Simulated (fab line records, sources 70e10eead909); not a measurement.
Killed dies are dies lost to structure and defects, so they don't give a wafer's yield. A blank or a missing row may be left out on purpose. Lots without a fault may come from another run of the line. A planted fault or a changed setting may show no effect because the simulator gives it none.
Chamber matching | flow nand_harc | NHARC_A_CHANNEL_FILL_D1_ETCHBACK_20 on rie_diel-07: 4 sister chambers
The step etches the open film in C4F8/O2/Ar, target depth 27 nm, time 13.5 s. 20 wafers are shown with their chamber, then 10 later ones without.

WAFERS WITH THEIR CHAMBER
wafer  | chamber | rf_vpp_V (V) | oes_product_au (a.u.)
L188.1 | 1       | 974          | 0.92
L188.5 | 2       | 973          | 0.92
L188.6 | 1       | 973          | 0.93
L190.3 | 0       | 976          | 0.92
L190.5 | 2       | 972          | 0.92
L190.6 | 3       | 989          | 0.92
L193.1 | 2       | 972          | 0.99
L193.2 | 1       | 974          | 1.01
L193.5 | 1       | 972          | 0.98
L199.4 | 2       | 971          | 0.99
L199.5 | 2       | 971          | 0.99
L199.6 | 1       | 973          | 0.98
L201.3 | 2       | 971          | 0.97
L201.4 | 1       | 973          | 0.96
L201.5 | 0       | 975          | 0.98
L200.3 | 0       | 976          | 0.97
L200.5 | 0       | 975          | 0.97
L200.6 | 1       | 974          | 0.97
L206.3 | 1       | 973          | 0.91
L206.4 | 3       | 987          | 0.93

SIGNATURES (means of the wafers above)
reading        | chamber 0 | chamber 1 | chamber 2 | chamber 3 | scatter within a chamber
rf_vpp_V       | 975.50    | 973.25    | 971.67    | 988.00    | 0.784
oes_product_au | 0.9600    | 0.9575    | 0.9633    | 0.9250    | 0.0321
Rule: a wafer's distance from a chamber is the root of the sum, over the readings, of the square of ((its reading less the chamber's mean) divided by the reading's scatter). The wafer belongs to the nearest chamber; if the next one is less than 2 further off, it can't be placed. The scatter: the root of (the sum of the squares of (reading less its chamber's mean) over the shown wafers, divided by (wafers less chambers)).

WAFERS WITHOUT THEIR CHAMBER
wafer  | rf_vpp_V (V) | oes_product_au (a.u.)
L206.6 | 972          | 0.92
L207.1 | 987          | 0.95
L207.2 | 973          | 0.92
L207.3 | 976          | 0.92
L208.4 | 970          | 0.92
L208.5 | 973          | 0.91
L208.6 | 975          | 0.93
L211.4 | 972          | 1.00
L211.5 | 970          | 1.00
L211.6 | 971          | 0.99

WHICH CHAMBER EACH WENT THROUGH
wafer  | from the rows above     | in truth
L206.6 | can't be placed: 2 or 1 | 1
L207.1 | 3                       | 3
L207.2 | can't be placed: 1 or 2 | 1
L207.3 | 0                       | 0
L208.4 | can't be placed: 2 or 1 | 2
L208.5 | can't be placed: 1 or 2 | 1
L208.6 | can't be placed: 0 or 1 | 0
L211.4 | can't be placed: 2 or 1 | 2
L211.5 | can't be placed: 2 or 1 | 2
L211.6 | can't be placed: 2 or 1 | 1
Placed correctly: 2 of 10. Can't be placed from these rows: 8 (the true chamber is among the candidates in 8). Placed wrongly: 0.
